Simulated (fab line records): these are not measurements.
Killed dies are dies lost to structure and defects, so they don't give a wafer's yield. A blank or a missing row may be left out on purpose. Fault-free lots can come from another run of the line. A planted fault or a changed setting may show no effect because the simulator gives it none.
A single fault, viewed from 2 desks || flow n5_finfet || only its own numbers are on each desk; what lay behind them is given at the end

== FOR THE TOOL OWNER'S DESK: rie_diel-02 ==
The tool's own readings at N5_BEOL_M13_ETCH_67 (etches SiARC in CF4, target depth 143 nm, time 238.3 s): means of the sampled wafers that have a number, for each lot that ran on this tool. If a lot's mean is further than 4 standard deviations from the usual mean, the lot is out of limits and carries the mark OUT (the distance appears in the brackets). Readings shown: 7 out of 8 (the first out of limits, and those lying furthest out on some lot).
Columns: A = cf4_flow_sccm at N5_BEOL_M13_ETCH_67, usual 100.0 sccm; B = drypump_motor_current_A at N5_BEOL_M13_ETCH_67, usual 5.7 A; C = etch_rf_on_time_s at N5_BEOL_M13_ETCH_67, usual 238 s; D = oes_product_au at N5_BEOL_M13_ETCH_67, usual 0.68 a.u.; E = rf_vpp_V at N5_BEOL_M13_ETCH_67, usual 184.2 V; F = showerhead_plenum_p_Torr at N5_BEOL_M13_ETCH_67, usual 2.14 Torr; G = throttle_valve_pct at N5_BEOL_M13_ETCH_67, usual 15.56 %
{"lot": "L702", "first seen here": "day 11 05:20", "A": 99.8, "B": 6.2, "C": 246, "D": 0.57, "E": 183.9, "F": 2.13, "G": 15.76}
{"lot": "L708", "first seen here": "day 12 17:57", "A": 100.4, "B": 5.7, "C": 233, "D": 0.75, "E": 184.8, "F": 2.19, "G": 15.60}
{"lot": "L709", "first seen here": "day 13 05:55", "A": "90.1 (-29) OUT", "B": 6.0, "C": 247, "D": 0.72, "E": 184.5, "F": 2.11, "G": 15.18}
{"lot": "L723", "first seen here": "day 16 18:53", "A": 100.2, "B": 5.6, "C": 241, "D": 0.66, "E": 182.9, "F": 2.05, "G": 15.40}
This desk's verdict: out of limits on L709, starting with L709 at day 13 05:55 (cf4_flow_sccm at N5_BEOL_M13_ETCH_67). In limits: L702, L708, L723.

== THE METROLOGY DESK ==
What the gauges read for every lot (on any tool): the sampled wafers with a number, averaged. If a lot's mean is further than 4 standard deviations from the usual mean, the lot is out of limits and carries the mark OUT (the distance appears in the brackets).
Columns: A = cd_nm at N5_BEOL_M13_CD_MEAS_10, usual 190.1 nm; B = cd_nm at N5_BEOL_M13_CD_MEAS_17, usual 190.5 nm
{"lot": "L701", "first seen here": "day 10 19:33", "A": 187.8, "B": 189.0}
{"lot": "L702", "first seen here": "day 11 04:09", "A": 189.8, "B": 189.4}
{"lot": "L708", "first seen here": "day 12 16:23", "A": 189.5, "B": 188.8}
{"lot": "L709", "first seen here": "day 13 04:51", "A": 187.9, "B": 189.6}
{"lot": "L714", "first seen here": "day 13 23:44", "A": 188.7, "B": 190.1}
{"lot": "L718", "first seen here": "day 15 15:17", "A": 190.2, "B": 190.9}
{"lot": "L719", "first seen here": "day 15 22:55", "A": 190.9, "B": 190.7}
{"lot": "L723", "first seen here": "day 16 17:37", "A": 189.1, "B": 189.1}
{"lot": "L721", "first seen here": "day 17 06:41", "A": 190.5, "B": 191.3}
{"lot": "L722", "first seen here": "day 17 07:03", "A": 190.7, "B": 190.9}
{"lot": "L724", "first seen here": "day 17 19:16", "A": 189.2, "B": 190.3}
Result from this desk: across the 11 lots, nothing is out of limits.

== TAKEN TOGETHER ==
At day 13 05:55, on L709, the tool owner's desk was in a position to raise an alarm.
At the metrology desk, nothing out of limits was observed.
The metrology desk holds a record of L709, inside its limits.
All the named lots went through N5_BEOL_M13_ETCH_67 on rie_diel-02.

== WHAT WAS PUT IN BY THE SIMULATOR ==
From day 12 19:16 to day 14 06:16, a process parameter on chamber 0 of rie_diel-02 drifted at N5_BEOL_M13_ETCH_67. The setting cf4_flow_sccm was moved by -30, starting from 100. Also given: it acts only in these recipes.
Shown lots that were struck: L709.
Delay in hours, fault start to first out-of-limits reading, by desk: the tool owner's desk at 11.
